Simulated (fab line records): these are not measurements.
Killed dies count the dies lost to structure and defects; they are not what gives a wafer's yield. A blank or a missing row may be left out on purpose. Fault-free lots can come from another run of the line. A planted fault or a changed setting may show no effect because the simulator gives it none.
fab line records	flow n5-finfet
record: lots: 11	wafers: 32	last-day: 17
route steps=1938 shown BEOL_M2@919 BEOL_M3@957 BEOL_M4@1111
lots that met no fault: taken from a fault-free run of the same line
start-h: hours from the record's first day to the start of the lot's first wafer shown	wait-h: hours elapsed since this lot's preceding step	" same as the row above	L1.1+2: a single row standing in for several wafers	- no value present, or no start provided	* or withheld: withheld	< > ~ a bound
route shown NAME@n: a module of which the file shows steps, and the number in the route of the first	usual: mean and standard deviation over wafers with no fault	same: alike in all rows	chamber/n: place in a boat	sites: per-site readings	_std_site: standard deviation of those values	_edge_site: the outer-site mean with the inner-site mean subtracted	radius-mm: for every site, how far away it sits from the centre of the wafer	mask NAME#n: copy n	behind: the tool/chamber that last shaped the wafer	hold: the reason the lot was held/the length of the hold in hours/how it ended	device: transistor that didn't switch, given as n, p or np	end of line: the same wafers' tests at the end of the route	for a step that has no rows: nothing shown but its recipe	killed: dies that structure and defects cost at the first sort, which is not the same as the wafer's yield	map: a wafer's dies, x killed, . not, _ none there
set.NAME: the setting as run; set.NAME@STEP: as run at that earlier step	model.NAME: the simulator's own value behind a step, which no gauge read
a sample of lots followed through the steps of the route, with each step as a table and each wafer as a row
services: a tool's chamber out of use, with start hour (start-h, from the record's first day; less than 0 if before it), hours out, and reason
== steps ==
step: N5_BEOL_M2_ANNEAL_95
recipe: temp-c: 400	time-s: 240	ambient: vacuum
usual: heater-power-w: 815/66
lot.wafer	tool	chamber	start-h	wait-h	heater-power-w
L745.2	pvd-sputter-01	-	153.40	0.0	843
L745.4	"	-	"	"	902
L745.6	"	-	"	"	850
L747.1	pvd-sputter-03	-	157.00	0.0	746
L747.2	"	-	"	"	685
L747.3	"	-	"	"	773
L746.3	pvd-sputter-02	-	158.33	0.0	692
L746.4	"	-	"	"	819
L746.6	"	-	"	"	706
L749.1	pvd-sputter-02	-	168.03	0.0	845
L749.3	"	-	"	"	855
L749.5	"	-	"	"	680
L750.4	pvd-sputter-01	-	181.75	0.0	841
L750.5	"	-	"	"	871
L750.6	"	-	"	"	845
L751.2	pvd-sputter-01	-	189.52	0.0	858
L751.3	"	-	"	"	871
L751.4	"	-	"	"	893
L752.3	pvd-sputter-03	-	189.54	0.0	672
L752.4	"	-	"	"	764
L752.6	"	-	"	"	742
L761.1	pvd-sputter-02	-	245.88	0.0	859
L761.4	"	-	"	"	831
L761.5	"	-	"	"	857
L762.2	pvd-sputter-02	-	248.04	0.0	831
L762.6	"	-	"	"	704
L765.3	pvd-sputter-01	-	279.28	0.0	861
L765.5	"	-	"	"	853
L765.6	"	-	"	"	871
L767.2	pvd-sputter-01	-	291.36	0.0	849
L767.4	"	-	"	"	885
L767.5	"	-	"	"	912
step: N5_BEOL_M2_CO_CAP_55
recipe: material: Co	target-thk-a: 20	temp-c: 200	precursor: CCTBA/H2	pressure-torr: 30	time-s: 102.1
usual: heater-power-w: 228/18
lot.wafer	tool	chamber	start-h	wait-h	heater-power-w
L745.2	cvd-co-01	2	154.43	0.0	215
L745.4	"	1	"	"	241
L745.6	"	2	"	"	216
L747.1	cvd-co-02	2	158.01	0.0	233
L747.2	"	1	"	"	196
L747.3	"	0	"	"	223
L746.3	cvd-co-02	0	159.69	0.0	227
L746.4	"	0	"	"	226
L746.6	"	2	"	"	232
L749.1	cvd-co-02	2	169.03	0.0	237
L749.3	"	1	"	"	199
L749.5	"	1	"	"	198
L750.4	cvd-co-01	1	182.86	0.0	246
L750.5	"	0	"	"	244
L750.6	"	2	"	"	216
L751.2	cvd-co-01	2	190.54	0.0	215
L751.3	"	0	"	"	252
L751.4	"	1	"	"	247
L752.3	cvd-co-02	0	190.64	0.0	224
L752.4	"	2	"	"	232
L752.6	"	1	"	"	202
L761.1	cvd-co-01	2	246.88	0.0	214
L761.4	"	2	"	"	211
L761.5	"	0	"	"	250
L762.2	cvd-co-01	0	249.04	0.0	250
L762.6	"	0	"	"	248
L765.3	cvd-co-01	1	280.29	0.0	246
L765.5	"	2	"	"	215
L765.6	"	0	"	"	252
L767.2	cvd-co-01	1	292.37	0.0	245
L767.4	"	1	"	"	249
L767.5	"	2	"	"	206
step: N5_BEOL_M2_DEP_57
recipe: material: SiCN	target-thk-a: 80	temp-c: withheld	precursor: 3MS/NH3	pressure-torr: 3	rf-w: 202	time-s: 14
usual: showerhead-plenum-p-Torr: 3.661/0.0068	throttle-valve-pct: 8.9/0.41
lot.wafer	tool	chamber	start-h	wait-h	showerhead-plenum-p-Torr	throttle-valve-pct
L745.2	pecvd-03	1	154.58	0.0	3.667	8.8
L745.4	"	0	"	"	3.653	9.7
L745.6	"	1	"	"	3.668	8.8
L747.1	pecvd-03	1	158.13	0.0	3.666	8.9
L747.2	"	0	"	"	3.661	9.3
L747.3	"	2	"	"	3.663	8.5
L746.3	pecvd-04	0	159.80	0.0	3.666	8.9
L746.4	"	2	"	"	3.654	9.1
L746.6	"	0	"	"	3.664	9.0
L749.1	pecvd-02	2	169.15	0.0	3.664	8.3
L749.3	"	0	"	"	3.663	8.7
L749.5	"	0	"	"	3.657	9.1
L750.4	pecvd-04	1	182.96	0.0	3.657	9.0
L750.5	"	2	"	"	3.664	9.2
L750.6	"	0	"	"	3.655	9.0
L751.2	pecvd-02	0	190.65	0.0	3.654	9.0
L751.3	"	1	"	"	3.667	9.6
L751.4	"	2	"	"	3.665	8.3
L752.3	pecvd-03	1	190.75	0.0	3.669	8.9
L752.4	"	0	"	"	3.660	9.5
L752.6	"	1	"	"	3.671	8.8
L761.1	pecvd-04	0	247.00	0.0	3.663	8.7
L761.4	"	1	"	"	3.656	8.8
L761.5	"	2	"	"	3.654	8.6
L762.2	pecvd-03	1	249.16	0.0	3.669	8.9
L762.6	"	2	"	"	3.671	8.4
L765.3	pecvd-03	1	280.40	0.0	3.664	8.8
L765.5	"	2	"	"	3.668	8.3
L765.6	"	1	"	"	3.675	8.9
L767.2	pecvd-03	1	292.48	0.0	3.663	8.7
L767.4	"	1	"	"	3.663	8.7
L767.5	"	2	"	"	3.676	8.3
step: N5_BEOL_M3_COAT_67
recipe: resist: SOC	temp-c: 250	time-s: 60	spin-rpm: 1500	resist-thk-nm: 60
usual: spin-speed-rpm: 1500.1/1.2
lot.wafer	tool	chamber	start-h	wait-h	spin-speed-rpm
L745.2	litho-track-04	0	158.06	0.0	1498.7
L745.4	"	0	"	"	1498.2
L745.6	"	0	"	"	1500.2
L747.1	litho-track-04	0	159.92	0.0	1499.6
L747.2	"	0	"	"	1500.0
L747.3	"	0	"	"	1499.4
L746.3	litho-track-04	0	163.21	0.0	1501.2
L746.4	"	0	"	"	1500.6
L746.6	"	0	"	"	1501.1
L749.1	litho-track-04	0	172.20	0.0	1499.4
L749.3	"	0	"	"	1498.5
L749.5	"	0	"	"	1499.1
L750.4	litho-track-04	0	187.06	0.0	1500.6
L750.5	"	0	"	"	1497.4
L750.6	"	0	"	"	1499.9
L751.2	litho-track-04	0	194.23	0.0	1289.0
L751.3	"	0	"	"	1288.6
L751.4	"	0	"	"	1289.3
L752.3	litho-track-04	0	194.49	0.0	1288.1
L752.4	"	0	"	"	1288.9
L752.6	"	0	"	"	1290.2
L761.1	litho-track-02	0	249.15	0.0	1500.0
L761.4	"	0	"	"	1501.2
L761.5	"	0	"	"	1498.9
L762.2	litho-track-03	0	251.95	0.0	1496.2
L762.6	"	0	"	"	1501.9
L765.3	litho-track-02	0	283.85	0.0	1499.1
L765.5	"	0	"	"	1500.6
L765.6	"	0	"	"	1500.9
L767.2	litho-track-02	0	293.91	0.0	1498.9
L767.4	"	0	"	"	1499.8
L767.5	"	0	"	"	1500.2
step: N5_BEOL_M4_RC_MEAS_101
usual: DIBL_N: 36.9/1.7	DIBL_P: 37.3/2.3	IOFF_N: 0.16/0.033	IOFF_P: 0.22/0.04	ION_N: 673/12	ION_P: 463/8	SS_N: 71.6/0.58	SS_P: 73.4/0.74	VT_N: 250/3.2	VT_P: -250/3.4
lot.wafer	tool	chamber	start-h	wait-h	DIBL_N[mV/V]	DIBL_P[mV/V]	IOFF_N[nA/um]	IOFF_P[nA/um]	ION_N[uA/um]	ION_P[uA/um]	SS_N[mV/dec]	SS_P[mV/dec]	VT_N[mV]	VT_P[mV]
L745.2	prober-02	0	181.31	0.2	35.8	38.3	0.15	0.19	669	455	71.9	74.0	251	-256
L745.4	"	0	"	"	36.7	38.5	0.16	0.20	675	463	71.5	73.6	249	-255
L745.6	"	0	"	"	36.7	39.2	0.16	0.21	667	458	71.4	74.5	250	-254
L747.1	prober-02	0	186.13	0.0	37.3	38.3	0.18	0.23	676	460	72.1	73.7	249	-249
L747.2	"	0	"	"	36.1	37.8	0.16	0.22	668	464	71.6	72.9	252	-250
L747.3	"	0	"	"	36.7	38.3	0.18	0.24	684	475	72.0	72.8	247	-249
L746.3	prober-02	0	190.68	0.3	39.3	42.2	0.25	0.33	684	475	72.0	73.5	245	-245
L746.4	"	0	"	"	38.8	40.3	0.20	0.28	681	465	71.8	74.5	248	-247
L746.6	"	0	"	"	36.7	38.6	0.17	0.25	695	480	72.0	72.9	250	-247
L749.1	prober-01	0	199.07	0.0	36.9	36.3	0.17	0.20	665	451	71.1	73.1	251	-252
L749.3	"	0	"	"	34.3	33.5	0.14	0.17	684	461	70.8	73.1	250	-257
L749.5	"	0	"	"	35.0	33.1	0.13	0.16	660	446	71.4	72.3	253	-257
L750.4	prober-02	0	205.12	0.5	36.4	38.5	0.17	0.25	664	460	72.0	73.9	248	-251
L750.5	"	0	"	"	37.5	39.4	0.19	0.26	675	465	71.8	73.2	248	-251
L750.6	"	0	"	"	35.8	37.3	0.16	0.23	666	461	71.3	73.3	248	-249
L752.3	prober-02	0	217.30	0.3	36.2	35.5	0.13	0.18	659	453	72.0	73.3	256	-252
L752.4	"	0	"	"	35.7	36.2	0.13	0.18	655	452	71.5	72.9	255	-252
L752.6	"	0	"	"	37.7	37.3	0.16	0.21	664	457	72.6	72.8	252	-250
L751.2	prober-01	0	218.35	0.2	40.5	41.6	0.24	0.30	687	473	72.5	74.3	245	-245
L751.3	"	0	"	"	37.7	37.0	0.17	0.21	668	462	71.4	73.4	249	-250
L751.4	"	0	"	"	36.3	35.5	0.14	0.19	661	454	71.3	72.9	251	-251
L762.2	prober-01	0	271.95	0.2	36.9	35.1	0.13	0.20	654	456	71.3	73.8	256	-252
L762.6	"	0	"	"	35.7	34.5	0.13	0.19	661	453	71.7	73.3	252	-251
L761.1	prober-01	0	273.88	0.0	37.3	38.6	0.19	0.23	678	463	72.3	73.4	248	-248
L761.4	"	0	"	"	36.8	38.4	0.18	0.25	676	463	71.2	73.5	249	-247
L761.5	"	0	"	"	36.2	38.2	0.16	0.23	669	460	71.0	73.0	252	-247
L765.3	prober-01	0	308.31	0.3	34.2	36.0	0.12	0.19	669	467	71.6	72.4	256	-254
L765.5	"	0	"	"	39.0	41.1	0.20	0.27	677	465	72.0	73.9	246	-248
L765.6	"	0	"	"	36.4	37.0	0.14	0.21	667	464	71.3	73.9	254	-248
L767.2	prober-02	0	311.07	0.2	36.1	35.9	0.13	0.19	649	447	71.3	72.5	254	-250
L767.4	"	0	"	"	38.0	37.9	0.15	0.22	676	464	71.4	73.6	252	-249
L767.5	"	0	"	"	37.1	36.7	0.14	0.20	662	456	70.7	73.4	252	-253
== services ==
tool	chamber	start-h	hours	kind
pecvd-04	-	133.78	1.2	repair
cvd-co-01	0	152.11	7.9	repair
cvd-co-02	-	155.95	1.9	repair
pvd-sputter-03	-	157.71	0.7	repair
cvd-co-01	1	192.58	13.5	repair
pecvd-02	2	192.60	5.5	scheduled-down
pecvd-03	-	195.49	2.4	repair
pecvd-02	0	198.06	2.1	scheduled-down
pecvd-04	2	202.38	-	clean
pecvd-04	2	202.38	-	consumable-replace:showerhead
pecvd-04	2	202.38	29.0	scheduled-down
pecvd-04	2	202.38	29.0	vent-cycle
cvd-co-02	-	206.63	3.8	pm
pecvd-03	0	221.79	5.5	scheduled-down
cvd-co-01	-	223.22	0.9	repair
pecvd-04	0	287.85	5.5	scheduled-down
== key ==
first-sign: step: N5_BEOL_M3_COAT_67	reading: spin-speed-rpm	direction: down	sigmas: 99+	usual: *	struck: *
effect none on later readings
met-at N5_BEOL_M3_COAT_67
struck-lots L751,L752
not-acting-at N5_BEOL_M2_ANNEAL_95,N5_BEOL_M2_CO_CAP_55,N5_BEOL_M2_DEP_57
onset-between 187.06 194.23
fault: kind: process-parameter-drift	tool: litho-track-04	chamber: -	onset-h: 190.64	steps: N5_BEOL_M3_COAT_67	channel: spin-rpm	offset: *	shape: step	end-h: 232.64	acts-in: *	stated: *
